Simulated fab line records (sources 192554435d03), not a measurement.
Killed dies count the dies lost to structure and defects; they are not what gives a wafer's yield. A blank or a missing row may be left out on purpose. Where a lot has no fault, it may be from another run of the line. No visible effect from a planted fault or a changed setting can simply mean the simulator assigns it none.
Split-lot experiment -- flow n5-finfet -- 21 wafers read from 7 lots, route of 1938 steps

ON THE SPLIT
At N5_BEOL_M7_ETCH_66 (etches SOC in N2/H2, target depth 80 nm, overetch 16 nm, time 120 s), the setting bias-w was moved away from the recipe's 150 W on 8 of the 21 wafers read, by -6.1% to +16.9%. All remaining wafers had this setting at the recipe value.

The reading comes from the split's own step.

THE READING
rf-vpp-V, in V, at N5_BEOL_M7_ETCH_66 (etches SOC in N2/H2, target depth 80 nm, overetch 16 nm, time 120 s). A value of 524.4 V with a standard deviation of 2.4 V is what fault-free wafers of this fab line usually give.

wafer,"tool, chamber at the split","bias-w as run, W",against the recipe,"rf-vpp-V, V",against lot-mates on the recipe
L076.2,"rie-diel-02, 1",150,recipe,527.9,-
L076.4,"rie-diel-02, 0",175.3,+16.9%,579.3,+54.9
L076.6,"rie-diel-02, 2",150,recipe,520.9,-
L075.1,"rie-diel-06, 2",150,recipe,521.9,-
L075.3,"rie-diel-06, 0",150,recipe,527.1,-
L075.6,"rie-diel-06, 0",150,recipe,526.3,-
L084.2,"rie-diel-04, 2",150,recipe,526.6,-
L084.5,"rie-diel-04, 1",173.6,+15.7%,575.5,+48.9
L084.6,"rie-diel-04, 2",173.6,+15.7%,575.8,+49.2
L085.2,"rie-diel-04, 0",140.9,-6.1%,507.3,-20.7
L085.4,"rie-diel-04, 2",140.9,-6.1%,506.5,-21.5
L085.6,"rie-diel-04, 0",150,recipe,528.0,-
L089.3,"rie-diel-06, 2",150,recipe,521.6,-
L089.5,"rie-diel-06, 3",150,recipe,521.6,-
L089.6,"rie-diel-06, 2",150,recipe,521.6,-
L091.2,"rie-diel-02, 2",172.2,+14.8%,567.9,+42.5
L091.4,"rie-diel-02, 1",172.2,+14.8%,573.0,+47.6
L091.6,"rie-diel-02, 0",150,recipe,525.4,-
L097.1,"rie-diel-02, 1",150,recipe,524.9,-
L097.3,"rie-diel-02, 2",150,recipe,520.6,-
L097.5,"rie-diel-02, 3",159.5,+6.3%,543.3,+20.5

FIT RESULTS
A straight line over all 21 wafers: rf-vpp-V changes by +3.18 V for each +1% of bias-w; r = +0.99; the points scatter about the line by 2.6 V.
The same after taking each lot's own level away (the mean of its wafers on the recipe; 21 wafers): +3.16 V for each +1%; r = +1.00; scatter 2 V.
On that fit, the largest move of bias-w shifts the reading by 53 V.
Across the lots, their own levels run from 521.60 to 528.00 V, a range of 2.7 times the standard deviation given above.
So the lot-to-lot level changes the slope little: the two slopes agree.
Check: for one of the wafers moved furthest among these (+16.9%), held out of the fit, the line's prediction against its lot-mates is +52.5 V. Against them it came out at +54.9 V.
Tool readings at the split's step, against how far the setting was moved: rf-vpp-V r = +0.99.

ADDITIONAL SPLITS CARRIED BY THESE WAFERS
Before the reading, these wafers also passed through other splits. Each is held against what the fit with the lots' levels taken away leaves over:
other split on the same wafers,wafers away from the commonest value,r with rf-vpp-V (lot level and that fit taken away)
N5_BEOL_M4_EXPOSE_25 dose-mj,8,+0.11

THE FILE'S OWN FIT
rf-vpp-V changes by +3.17 V for each +1% of bias-w, r = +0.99.
